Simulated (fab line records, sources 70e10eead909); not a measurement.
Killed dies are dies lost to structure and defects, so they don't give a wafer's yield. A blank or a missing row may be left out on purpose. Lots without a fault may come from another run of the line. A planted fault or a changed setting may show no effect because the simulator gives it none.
Chamber matching | flow nand_harc | NHARC_P_M1_DEP_33 on pecvd-02: 3 sister chambers
The step deposits SiCN, target thk 30 nm. 3 wafers are shown with their chamber, then 8 later ones without.

WAFERS WITH THEIR CHAMBER
wafer  | chamber | heater_power_outer_w (W)
L881.3 | 2       | 243
L881.4 | 0       | 291
L883.1 | 1       | 410

WAFERS WITHOUT THEIR CHAMBER
wafer  | heater_power_outer_w (W)
L883.2 | 287
L883.4 | 415
L885.2 | 420
L885.5 | 363
L885.6 | 264
L886.2 | 352
L886.4 | 345
L886.5 | 357

WHICH CHAMBER EACH WENT THROUGH
wafer  | from the rows above          | in truth
L883.2 | can't be placed: 0 or 2      | 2
L883.4 | 1                            | 1
L885.2 | 1                            | 1
L885.5 | can't be placed: 1 or 0 or 2 | 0
L885.6 | can't be placed: 2 or 0      | 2
L886.2 | can't be placed: 1 or 0 or 2 | 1
L886.4 | can't be placed: 0 or 1 or 2 | 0
L886.5 | can't be placed: 1 or 0 or 2 | 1
Placed correctly: 2 of 8. Can't be placed from these rows: 6 (the true chamber is among the candidates in 6). Placed wrongly: 0.
How it was worked out, from the rows above alone: a wafer's distance from a chamber is the root of the sum, over the readings, of the square of ((its reading less the chamber's mean) divided by the reading's scatter). The wafer belongs to the nearest chamber; if the next one is less than 2 further off, it can't be placed. A chamber's mean is the mean of its shown wafers. The scatter: with one shown wafer a chamber, the root of the mean of the squares of how far each hidden wafer lies from its nearest shown one.
